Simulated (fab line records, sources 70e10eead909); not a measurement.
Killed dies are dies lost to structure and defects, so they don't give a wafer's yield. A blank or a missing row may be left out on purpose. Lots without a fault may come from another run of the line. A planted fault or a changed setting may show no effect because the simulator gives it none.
Which tool did it? | flow nand_harc | 24 lots, 72 wafers sampled, at 4 steps of a route of 1302

WHAT THE GAUGES READ, wafer by wafer
NHARC_A_BONDPAD_THK_MEAS_30: measures by ellipsometry. Usual: thk_nm 200.2 nm, standard deviation 1.5.
lot  | measured     | on            | thk_nm (nm)       | flag
L074 | day 23 01:07 | film_metro-01 | 202.3 200.0 202.2 |
L075 | day 23 22:50 | film_metro-01 | 202.9 200.3 201.9 |
L077 | day 23 23:07 | film_metro-02 | 200.3 199.4 198.8 |
L076 | day 24 08:46 | film_metro-01 | 201.8 200.4 202.3 |
L078 | day 24 13:17 | film_metro-02 | 200.3 201.9 199.8 |
L079 | day 24 15:37 | film_metro-02 | 203.1 200.1 200.8 |
L080 | day 25 17:38 | film_metro-02 | 199.7 199.3 199.3 |
L081 | day 26 01:19 | film_metro-02 | 201.5 199.4 199.0 |
L082 | day 26 18:42 | film_metro-01 | 197.3 199.7 198.4 |
L084 | day 26 20:32 | film_metro-02 | 199.6 201.3 202.1 |
L083 | day 26 23:47 | film_metro-01 | 201.2 200.0 199.0 |
L085 | day 27 16:02 | film_metro-01 | 199.3 200.5 199.8 |
L086 | day 27 16:57 | film_metro-02 | 202.8 203.0 201.4 |
L087 | day 28 03:39 | film_metro-02 | 199.1 201.5 201.6 |
L089 | day 28 19:18 | film_metro-01 | 198.6 197.0 199.7 |
L088 | day 28 20:52 | film_metro-02 | 198.4 198.2 194.4 |
L091 | day 29 11:36 | film_metro-01 | 200.7 199.2 200.6 |
L090 | day 30 04:29 | film_metro-02 | 200.3 200.5 201.1 |
L095 | day 30 21:40 | film_metro-01 | 202.1 199.8 198.1 |
L092 | day 30 23:41 | film_metro-01 | 199.4 201.5 202.1 |
L093 | day 31 00:56 | film_metro-01 | 201.2 203.5 198.5 |
L094 | day 31 14:11 | film_metro-02 | 198.4 198.0 198.9 |
L096 | day 33 01:55 | film_metro-01 | 199.9 199.1 201.6 |
L097 | day 33 05:08 | film_metro-02 | 201.3 199.0 200.4 |

WHICH TOOL RAN EACH LOT (tool, then ch and the chambers of the sampled wafers, then the start)
lot  | NHARC_A_M1_PVD_21                       | NHARC_A_M1_CMP_23             | NHARC_A_M1_DEP_33
L074 | pvd_sputter-03, day 22 23:17 or earlier | cmp-04 ch 0,1,3, day 22 23:17 | pecvd-02 ch 1,2, day 22 23:55
L075 | pvd_sputter-02, day 23 21:01 or earlier | cmp-03 ch 0,1,3, day 23 21:01 | pecvd-02 ch 0,1,2, day 23 21:37
L077 | pvd_sputter-02, day 23 21:19 or earlier | cmp-03 ch 1,2, day 23 21:19   | pecvd-04 ch 0,1,2, day 23 21:55
L076 | pvd_sputter-03, day 24 06:46 or earlier | cmp-03 ch 0,3, day 24 06:46   | pecvd-02 ch 1,2, day 24 07:33
L078 | pvd_sputter-03, day 24 11:22 or earlier | cmp-03 ch 0,1,2, day 24 11:22 | pecvd-04 ch 0,1,2, day 24 11:56
L079 | pvd_sputter-02, day 24 13:29 or earlier | cmp-03 ch 0,3, day 24 13:29   | pecvd-02 ch 1,2, day 24 14:12
L080 | pvd_sputter-03, day 25 15:09 or earlier | cmp-04 ch 0,1, day 25 15:09   | pecvd-01 ch 1,2, day 25 16:28
L081 | pvd_sputter-03, day 25 23:26 or earlier | cmp-04 ch 2,3, day 25 23:26   | pecvd-01 ch 0,1, day 26 00:06
L082 | pvd_sputter-01, day 26 16:52 or earlier | cmp-04 ch 0,3, day 26 16:52   | pecvd-04 ch 0,1, day 26 17:29
L084 | pvd_sputter-01, day 26 18:44 or earlier | cmp-04 ch 0,3, day 26 18:44   | pecvd-02 ch 0,2, day 26 19:25
L083 | pvd_sputter-02, day 26 21:56 or earlier | cmp-04 ch 0,3, day 26 21:56   | pecvd-04 ch 0,1,2, day 26 22:39
L085 | pvd_sputter-01, day 27 14:16 or earlier | cmp-01 ch 0,1,3, day 27 14:16 | pecvd-02 ch 0,2, day 27 14:52
L086 | pvd_sputter-03, day 27 15:10 or earlier | cmp-01 ch 0,3, day 27 15:10   | pecvd-01 ch 0,2, day 27 15:47
L087 | pvd_sputter-03, day 28 01:50 or earlier | cmp-03 ch 2,3, day 28 01:50   | pecvd-02 ch 0,1,2, day 28 02:27
L089 | pvd_sputter-02, day 28 17:19 or earlier | cmp-01 ch 0,1,2, day 28 17:19 | pecvd-02 ch 1,2, day 28 18:02
L088 | pvd_sputter-03, day 28 19:02 or earlier | cmp-04 ch 0,1, day 28 19:02   | pecvd-01 ch 0,1, day 28 19:42
L091 | pvd_sputter-01, day 29 09:43 or earlier | cmp-01 ch 0,2,3, day 29 09:43 | pecvd-04 ch 1,2, day 29 10:26
L090 | pvd_sputter-01, day 30 02:43 or earlier | cmp-04 ch 1,2,3, day 30 02:43 | pecvd-02 ch 1,2, day 30 03:19
L095 | pvd_sputter-01, day 30 19:51 or earlier | cmp-01 ch 1,2,3, day 30 19:51 | pecvd-02 ch 0,1,2, day 30 20:28
L092 | pvd_sputter-02, day 30 21:50 or earlier | cmp-04 ch 1,2,3, day 30 21:50 | pecvd-04 ch 1,2, day 30 22:30
L093 | pvd_sputter-03, day 30 23:08 or earlier | cmp-04 ch 0,2, day 30 23:08   | pecvd-01 ch 0,1,2, day 30 23:44
L094 | pvd_sputter-03, day 31 12:21 or earlier | cmp-01 ch 0,2,3, day 31 12:21 | pecvd-01 ch 0,1,2, day 31 12:53
L096 | pvd_sputter-02, day 33 00:11 or earlier | cmp-03 ch 0,1,3, day 33 00:11 | pecvd-01 ch 0,1, day 33 00:43
L097 | pvd_sputter-02, day 33 03:14 or earlier | cmp-03 ch 0,2,3, day 33 03:14 | pecvd-01 ch 1,2, day 33 03:55
- NHARC_A_M1_PVD_21: deposits Cu, target thk 30 nm, time 20.49 s.
- NHARC_A_M1_CMP_23: polishes, t overpolish 20 s, target thk 154.34 nm.
- NHARC_A_M1_DEP_33: deposits SiCN, target thk 30 nm.

WHAT THE TOOLS THEMSELVES READ (means of the sampled wafers that have a number; where no wafer has one, the mark that the record gives instead)
NHARC_A_M1_PVD_21. Usual: throttle_valve_pct 29.8 %, standard deviation 0.98.
lot  | tool           | throttle_valve_pct (%) | flag
L074 | pvd_sputter-03 | 28.4                   |
L075 | pvd_sputter-02 | 30.4                   |
L077 | pvd_sputter-02 | 31.0                   |
L076 | pvd_sputter-03 | 29.3                   |
L078 | pvd_sputter-03 | 29.3                   |
L079 | pvd_sputter-02 | 28.8                   |
L080 | pvd_sputter-03 | 29.8                   |
L081 | pvd_sputter-03 | 29.3                   |
L082 | pvd_sputter-01 | 30.6                   |
L084 | pvd_sputter-01 | 30.2                   |
L083 | pvd_sputter-02 | 29.0                   |
L085 | pvd_sputter-01 | 30.4                   |
L086 | pvd_sputter-03 | 29.5                   |
L087 | pvd_sputter-03 | 29.1                   |
L089 | pvd_sputter-02 | 29.4                   |
L088 | pvd_sputter-03 | 29.9                   |
L091 | pvd_sputter-01 | 30.3                   |
L090 | pvd_sputter-01 | 30.7                   |
L095 | pvd_sputter-01 | 30.1                   |
L092 | pvd_sputter-02 | 29.8                   |
L093 | pvd_sputter-03 | 28.6                   |
L094 | pvd_sputter-03 | 27.7                   |
L096 | pvd_sputter-02 | 30.0                   |
L097 | pvd_sputter-02 | 29.9                   |

NHARC_A_M1_CMP_23. Usual: motor_current_A 11.6 A, standard deviation 1; time_to_endpoint_s 27.9 s, standard deviation 2.1.
lot  | tool   | motor_current_A (A) | time_to_endpoint_s (s) | flag
L074 | cmp-04 | 11.2                | 27.7                   |
L075 | cmp-03 | 11.4                | 31.0                   |
L077 | cmp-03 | 11.7                | 28.9                   |
L076 | cmp-03 | 11.7                | 26.7                   |
L078 | cmp-03 | 11.1                | 29.2                   |
L079 | cmp-03 | 11.6                | 32.5                   |
L080 | cmp-04 | 11.4                | 27.0                   |
L081 | cmp-04 | 10.2                | 28.0                   |
L082 | cmp-04 | 11.2                | 28.9                   |
L084 | cmp-04 | 10.8                | 29.0                   |
L083 | cmp-04 | 11.0                | 27.3                   |
L085 | cmp-01 | 13.2                | 25.4                   |
L086 | cmp-01 | 13.4                | 28.2                   |
L087 | cmp-03 | 10.9                | 28.2                   |
L089 | cmp-01 | 12.4                | 24.5                   |
L088 | cmp-04 | 11.6                | 27.7                   |
L091 | cmp-01 | 13.3                | 27.1                   |
L090 | cmp-04 | 10.9                | 28.7                   |
L095 | cmp-01 | 12.4                | 26.7                   |
L092 | cmp-04 | 10.8                | 28.2                   |
L093 | cmp-04 | 11.5                | 24.7                   |
L094 | cmp-01 | 13.3                | 26.4                   |
L096 | cmp-03 | 11.9                | 28.7                   |
L097 | cmp-03 | 11.2                | 28.2                   |

NHARC_A_M1_DEP_33. Usual: heater_power_w 574 W, standard deviation 66.
lot  | tool     | heater_power_w (W) | flag
L074 | pecvd-02 | 597                |
L075 | pecvd-02 | 588                |
L077 | pecvd-04 | 565                |
L076 | pecvd-02 | 580                |
L078 | pecvd-04 | 578                |
L079 | pecvd-02 | 561                |
L080 | pecvd-01 | 573                |
L081 | pecvd-01 | 621                |
L082 | pecvd-04 | 562                |
L084 | pecvd-02 | 514                |
L083 | pecvd-04 | 572                |
L085 | pecvd-02 | 639                |
L086 | pecvd-01 | 577                |
L087 | pecvd-02 | 541                |
L089 | pecvd-02 | 627                |
L088 | pecvd-01 | 600                |
L091 | pecvd-04 | 542                |
L090 | pecvd-02 | 642                |
L095 | pecvd-02 | 548                |
L092 | pecvd-04 | 569                |
L093 | pecvd-01 | 595                |
L094 | pecvd-01 | 581                |
L096 | pecvd-01 | 562                |
L097 | pecvd-01 | 597                |

THE ANSWER, worked out from the rows above alone
Rule: a lot is off if the mean of its wafers that have a number lies more than 3 standard deviations from the usual mean. A lot without any number at a reading at which 4 lots or more have one is off too. The other lots that the step has rows for count as sound. The gauges are gone through in route order, then the tools' own readings, and for those a lot's mean is taken as printed above. The first step at which some lot is off is used, and at that step the reading that is off furthest; a lot without a number counts as furthest.
No lot is off at any reading shown: from this, nothing can be told.

WHAT THE SIMULATOR HAD PUT IN
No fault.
